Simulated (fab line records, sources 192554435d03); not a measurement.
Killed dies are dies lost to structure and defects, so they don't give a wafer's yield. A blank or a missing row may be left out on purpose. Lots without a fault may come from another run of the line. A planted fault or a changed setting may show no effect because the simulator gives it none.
One fault seen from 3 desks | flow n5_finfet | each desk has only its own numbers; what lay behind them comes last

THE METROLOGY DESK
What the gauges read, lot by lot, whatever tool the lot ran on: means of the sampled wafers that have a number. A lot is out of limits, marked OUT, if its mean lies more than 4 standard deviations from the usual mean; the brackets give that distance. Of its 10 readings 7 are shown: those that lie furthest out on some lot.
Columns: A = DIBL_N at N5_BEOL_M4_RC_MEAS_101, usual 36.5 mV/V; B = DIBL_P at N5_BEOL_M4_RC_MEAS_101, usual 36.5 mV/V; C = IOFF_P at N5_BEOL_M4_RC_MEAS_101, usual 0.221 nA/um; D = ION_P at N5_BEOL_M4_RC_MEAS_101, usual 466 uA/um; E = SS_N at N5_BEOL_M4_RC_MEAS_101, usual 71.6 mV/dec; F = SS_P at N5_BEOL_M4_RC_MEAS_101, usual 73.3 mV/dec; G = VT_P at N5_BEOL_M4_RC_MEAS_101, usual -249 mV
lot  | first seen here | A    | B    | C     | D   | E    | F    | G
L801 | day 10 11:47    | 37.3 | 38.4 | 0.249 | 473 | 71.7 | 73.4 | -247
L810 | day 12 02:00    | 36.8 | 37.4 | 0.231 | 462 | 71.9 | 73.6 | -249
L815 | day 14 00:28    | 35.6 | 35.1 | 0.183 | 461 | 71.6 | 72.8 | -252
L818 | day 14 11:44    | 35.4 | 37.8 | 0.234 | 467 | 72.2 | 73.2 | -247
L817 | day 14 13:41    | 35.9 | 36.0 | 0.198 | 464 | 71.3 | 73.2 | -251
L822 | day 15 21:52    | 35.2 | 34.6 | 0.241 | 476 | 71.4 | 72.8 | -244
L821 | day 16 01:32    | 36.7 | 36.0 | 0.196 | 461 | 71.7 | 73.1 | -251
L820 | day 16 04:32    | 37.0 | 35.7 | 0.202 | 464 | 71.7 | 73.4 | -249
L823 | day 16 07:52    | 38.3 | 38.0 | 0.247 | 467 | 72.2 | 74.3 | -248
This desk's finding: nothing out of limits on any of the 9 lots.

THE TOOL OWNER'S DESK: pecvd-03
The tool's own readings at N5_BEOL_M0_SAQP_PECVD_96 (deposits a-Si from SiH4/He, target thk 45 nm, time 45.2 s): means of the sampled wafers that have a number, for each lot that ran on this tool. A lot is out of limits, marked OUT, if its mean lies more than 4 standard deviations from the usual mean; the brackets give that distance.
Columns: A = heater_power_w at N5_BEOL_M0_SAQP_PECVD_96, usual 628 W; B = run_length_s at N5_BEOL_M0_SAQP_PECVD_96, usual 81.4 s; C = showerhead_plenum_p_Torr at N5_BEOL_M0_SAQP_PECVD_96, usual 5.70 Torr; D = susceptor_temp_C at N5_BEOL_M0_SAQP_PECVD_96, usual 350.02 C; E = throttle_valve_pct at N5_BEOL_M0_SAQP_PECVD_96, usual 18.2 %
lot  | first seen here | A   | B              | C    | D      | E
L801 | day 6 01:37     | 734 | 81.9           | 5.63 | 350.08 | 18.7
L810 | day 8 14:28     | 654 | 87.2 (+11) OUT | 5.63 | 349.82 | 18.7
L815 | day 11 12:38    | 659 | 81.5           | 5.64 | 350.25 | 17.1
L818 | day 11 12:49    | 684 | 81.5           | 5.63 | 350.06 | 17.9
L820 | day 12 22:58    | 665 | 81.4           | 5.63 | 350.26 | 17.1
This desk's finding: out of limits on L810; first on L810, day 8 14:28 (run_length_s at N5_BEOL_M0_SAQP_PECVD_96). In limits: L801, L815, L818, L820.

THE DEFECT DESK
What the inspections along the route counted, lot by lot: means of the sampled wafers that have a number. A lot is out of limits, marked OUT, if its mean lies more than 4 standard deviations from the usual mean; the brackets give that distance.
Columns: A = raw_defect_count at N5_MOL_CONTACT_COAG_INSPECT_97, usual 40
lot  | first seen here | A
L801 | day 5 23:12     | 32
L810 | day 8 11:35     | 28
L815 | day 11 07:51    | 28
L817 | day 11 08:26    | 35
L818 | day 11 08:44    | 35
L822 | day 12 19:01    | 33
L821 | day 12 22:00    | 35
L820 | day 12 22:01    | 43
L823 | day 12 22:22    | 42
This desk's finding: nothing out of limits on any of the 9 lots.

PUT TOGETHER
The tool owner's desk could have raised an alarm at day 8 14:28, on L810.
The metrology desk saw nothing out of limits.
The defect desk saw nothing out of limits.
The metrology desk has L810 on record, within its limits.
The defect desk has L810 on record, within its limits.
Of the lots named, all ran N5_BEOL_M0_SAQP_PECVD_96 on pecvd-03.

WHAT THE SIMULATOR HAD PUT IN
Process parameter drift: pecvd-03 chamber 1, from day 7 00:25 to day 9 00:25, at N5_BEOL_M0_SAQP_PECVD_96. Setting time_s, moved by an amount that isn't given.
Lots struck among those shown: L810.
Hours from the fault's start to each desk's first reading out of limits: the tool owner's desk, 38.
